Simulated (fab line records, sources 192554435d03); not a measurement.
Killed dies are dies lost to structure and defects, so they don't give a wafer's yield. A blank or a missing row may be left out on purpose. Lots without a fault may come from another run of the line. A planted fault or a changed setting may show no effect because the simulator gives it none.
Chamber matching | flow n5_finfet | N5_FIN_SAQP_MANDREL_ETCH_58 on rie_si-01: 4 sister chambers
The step etches a-Si in HBr/Cl2, stops on SiNx, target depth 45 nm, bt time 10 s, time 27 s. 4 wafers are shown with their chamber, then 10 later ones without.

WAFERS WITH THEIR CHAMBER
wafer  | chamber | throttle_valve_pct (%)
L084.3 | 3       | 35.8
L084.6 | 1       | 35.8
L086.3 | 2       | 34.7
L086.4 | 0       | 34.8

WAFERS WITHOUT THEIR CHAMBER
wafer  | throttle_valve_pct (%)
L086.5 | 34.7
L092.1 | 35.9
L092.2 | 34.7
L092.5 | 34.8
L093.1 | 34.7
L093.4 | 35.8
L093.5 | 35.8
L095.4 | 34.7
L095.5 | 35.8
L095.6 | 34.9

WHICH CHAMBER EACH WENT THROUGH
wafer  | from the rows above     | in truth
L086.5 | 2                       | 2
L092.1 | can't be placed: 1 or 3 | 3
L092.2 | 2                       | 2
L092.5 | 0                       | 0
L093.1 | 2                       | 2
L093.4 | can't be placed: 1 or 3 | 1
L093.5 | can't be placed: 1 or 3 | 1
L095.4 | 2                       | 2
L095.5 | can't be placed: 1 or 3 | 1
L095.6 | 0                       | 0
Placed correctly: 6 of 10. Can't be placed from these rows: 4 (the true chamber is among the candidates in 4). Placed wrongly: 0.
How it was worked out, from the rows above alone: a wafer's distance from a chamber is the root of the sum, over the readings, of the square of ((its reading less the chamber's mean) divided by the reading's scatter). The wafer belongs to the nearest chamber; if the next one is less than 2 further off, it can't be placed. A chamber's mean is the mean of its shown wafers. The scatter: with one shown wafer a chamber, the root of the mean of the squares of how far each hidden wafer lies from its nearest shown one.
